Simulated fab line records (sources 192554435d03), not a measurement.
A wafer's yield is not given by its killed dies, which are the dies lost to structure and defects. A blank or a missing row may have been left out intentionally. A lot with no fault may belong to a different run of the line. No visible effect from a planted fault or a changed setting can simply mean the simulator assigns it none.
Lot-split experiment + flow n5_finfet + 21 wafers read across 7 lots, on a route 1938 steps long

THE SPLIT ITSELF
At N5_HKMG_FIN_DESCUM_53 (chemistry O2, time 7.9 s), the setting time_s was moved away from the recipe's 7.9 s on 8 of the 21 wafers read, by -12.8% to +21.4%. The other wafers ran this setting at the recipe's value.

Reading taken at the split's own step.

THE READING
CAR-ArF_of_HKMG_FIN_COAT_43.thk_nm (the simulator's own value, which no gauge read), in nm, at N5_HKMG_FIN_DESCUM_53 (chemistry O2, time 7.9 s). There is no usual value for it anywhere in the file. Across the 13 wafers here that went through the recipe, the average is 83.4 nm and the standard deviation 0.22 nm.

| wafer  | tool, chamber at the split | time_s as run, s | against the recipe | CAR-ArF_of_HKMG_FIN_COAT_43.thk_nm, nm | against lot-mates on the recipe |
|--------|----------------------------|------------------|--------------------|----------------------------------------|---------------------------------|
| L075.1 | rie_diel-03, 2             | 7.9              | recipe             | 83.2                                   | -                               |
| L075.3 | rie_diel-03, 0             | 7.9              | recipe             | 83.8                                   | -                               |
| L075.6 | rie_diel-03, 0             | 6.889            | -12.8%             | 84.4                                   | +0.9                            |
| L080.2 | rie_diel-01, 0             | 8.555            | +8.3%              | 82.6                                   | -0.7                            |
| L080.4 | rie_diel-01, 3             | 7.9              | recipe             | 83.4                                   | -                               |
| L080.6 | rie_diel-01, 0             | 7.9              | recipe             | 83.2                                   | -                               |
| L082.2 | rie_diel-03, 3             | 7.232            | -8.5%              | 84.2                                   | no lot-mate on the recipe       |
| L082.4 | rie_diel-03, 1             | 7.232            | -8.5%              | 84                                     | no lot-mate on the recipe       |
| L082.6 | rie_diel-03, 3             | 7.232            | -8.5%              | 83.6                                   | no lot-mate on the recipe       |
| L091.3 | rie_diel-01, 3             | 7.9              | recipe             | 83.4                                   | -                               |
| L091.4 | rie_diel-01, 3             | 9.593            | +21.4%             | 81.8                                   | -1.4                            |
| L091.5 | rie_diel-01, 1             | 7.9              | recipe             | 83                                     | -                               |
| L094.2 | rie_diel-01, 0,3,2         | 7.9              | recipe             | 83.2                                   | -                               |
| L094.3 | rie_diel-01, 0,3,2         | 7.9              | recipe             | 83.2                                   | -                               |
| L094.4 | rie_diel-01, 0,3,2         | 7.9              | recipe             | 83.2                                   | -                               |
| L096.1 | rie_diel-05, 3,1,0         | 7.9              | recipe             | 83.6                                   | -                               |
| L096.2 | rie_diel-05, 3,1,0         | 7.9              | recipe             | 83.6                                   | -                               |
| L096.3 | rie_diel-05, 3,1,0         | 7.9              | recipe             | 83.6                                   | -                               |
| L097.1 | rie_diel-01, 1,3           | 7.004            | -11.3%             | 83.4                                   | +0.2                            |
| L097.6 | rie_diel-01, 1,3           | 7.004            | -11.3%             | 83.4                                   | +0.2                            |
| L097.3 | rie_diel-01, 2             | 7.9              | recipe             | 83.2                                   | -                               |
Where a row lists several chambers, the file gives one row for several wafers and doesn't say which wafer went through which chamber.

THE FIT
A straight line over all 21 wafers: CAR-ArF_of_HKMG_FIN_COAT_43.thk_nm changes by -0.0607 nm for each +1% of time_s; r = -0.83; the points scatter about the line by 0.31 nm.
The same after taking each lot's own level away (the mean of its wafers on the recipe; 18 wafers): -0.055 nm for each +1%; r = -0.89; scatter 0.21 nm.
On that fit, the largest move of time_s shifts the reading by 1.2 nm.
The lots' own levels span 83.20 to 83.60 nm, that is 1.8 times the standard deviation above.
So the slope is not independent of the lot-to-lot level: the two fits are not the same.
Check: -1.04 nm against its lot-mates is what the line predicts for one of the wafers moved furthest among these (+21.4%) when that wafer is left out of the fit. It came out at -1.4 nm against them.

OTHER SPLITS ON THESE WAFERS
Note: prior to the reading, these wafers also went through further splits. Each is held against what the fit with the lots' levels taken away leaves over:
| other split on the same wafers   | wafers away from the commonest value | r with CAR-ArF_of_HKMG_FIN_COAT_43.thk_nm (lot level and that fit taken away) |
|----------------------------------|--------------------------------------|-------------------------------------------------------------------------------|
| N5_SD_EPI_P_COAT_35 spin_rpm     | 7                                    | -0.12                                                                         |
| N5_HKMG_FIN_HK_ALD_01 ald_cycles | 5                                    | -0.15                                                                         |

FILE'S OWN FIT
CAR-ArF_of_HKMG_FIN_COAT_43.thk_nm changes by -0.0604 nm for each +1% of time_s, r = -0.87.
